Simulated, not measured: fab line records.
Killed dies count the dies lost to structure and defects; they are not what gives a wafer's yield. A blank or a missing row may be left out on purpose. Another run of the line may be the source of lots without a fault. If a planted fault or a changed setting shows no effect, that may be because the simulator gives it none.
Problem report in the 8D (eight disciplines) form, filled by code | flow nand-harc | the parts of the form that need people (team, actions taken, sign-off) are left out

1. WHAT IS WRONG
Wafers without a fault read 720.3 nm, standard deviation 1.3; cd-nm at NHARC_P_GATE_CD_MEAS_46 reads a mean of 729.5 nm on 6 wafers belonging to 2 lots. That is +7.1 standard deviations from the usual mean.
The step: target cd 720 nm.
First seen on wafer L648.3, day 10 09:09, on cd-sem-02. The record holds 33 wafers of 11 lots with a number at this step. By rule, "out" or "out of limits" means more than 4 standard deviations away from the usual mean. The other wafers with a number count as sound.

2. WHAT IT IS AND WHAT IT IS NOT
question                    | is                     | is not
which readings at this step | cd-nm                  | -
which lots                  | L648, L649             | L638, L640, L643, L647, L650, L655, L657, L658, L659
which wafers of those lots  | all that have a number | -
read on which gauges        | cd-sem-02              | cd-sem-01
when                        | from day 10 09:09      | up to then (12 sound wafers); but 15 sound wafers of L650, L655, L657, L658, L659 came after

3. SUSPECTS, AND WHAT RULES EACH OUT
Counting: a tool at any process step up to the reading remains a suspect when it ran all the lots that are out and ran no sound lot after the first of those.
- ruled out: the gauge at NHARC_P_GATE_CD_MEAS_46. All the wafers that are out were read on cd-sem-02, but those of them that NHARC_P_GATE_PEB_44 has rows for are out there too, on other tools.
- litho-track-03 at NHARC_P_GATE_PEB_44 (peb time 85 s): ruled out as a lasting fault. Sound lots L658, L659 ran on it after its first lot that is out, L648 (day 10 09:04).
Left after counting: nothing in the record.

4. THE CAUSE (what the simulator had put in)
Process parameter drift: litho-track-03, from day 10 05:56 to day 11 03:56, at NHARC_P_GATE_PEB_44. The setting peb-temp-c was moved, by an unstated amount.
It was ruled out by counting, in error; the rule expects a fault to strike all lots run on its tool from its start on, and this fault did not.

5. THE CHAIN OF EFFECTS, in route order
Rows list readings where the struck wafers' mean (over those with a number) sits beyond 3 standard deviations from the usual. Only readings for which the record gives a usual standard deviation are gone through. hours: the time from each lot's start at the first step in this table that gives one to its start at this step, as a median over the lots. sigmas: the change in usual standard deviations.
hours | step                    | reading              | usual    | on struck wafers | change | sigmas
0     | NHARC_P_GATE_PEB_44     | heater-power-total-W | 163.99 W | 180.55           | +16.56 | +61
0     | NHARC_P_GATE_PEB_44     | plate-temp-C         | 118.02 C | 126.86           | +8.84  | +68
0     | NHARC_P_GATE_CD_MEAS_46 | cd-nm                | 720.3 nm | 729.5            | +9.2   | +7.1
Here are the process steps it includes:
- NHARC_P_GATE_PEB_44: peb time 85 s.

6. HOW IT WOULD HAVE BEEN CAUGHT EARLIER
Counted from the fault's start at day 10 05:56, it took 3 hours until the first out-of-limits reading at a measuring or inspecting step in this record, taken at day 10 09:09.
Tool's own readings at NHARC_P_GATE_PEB_44, heater-power-total-W, plate-temp-C: out on all struck wafers the step has rows for; an alarm limit on them would have tripped on the first.
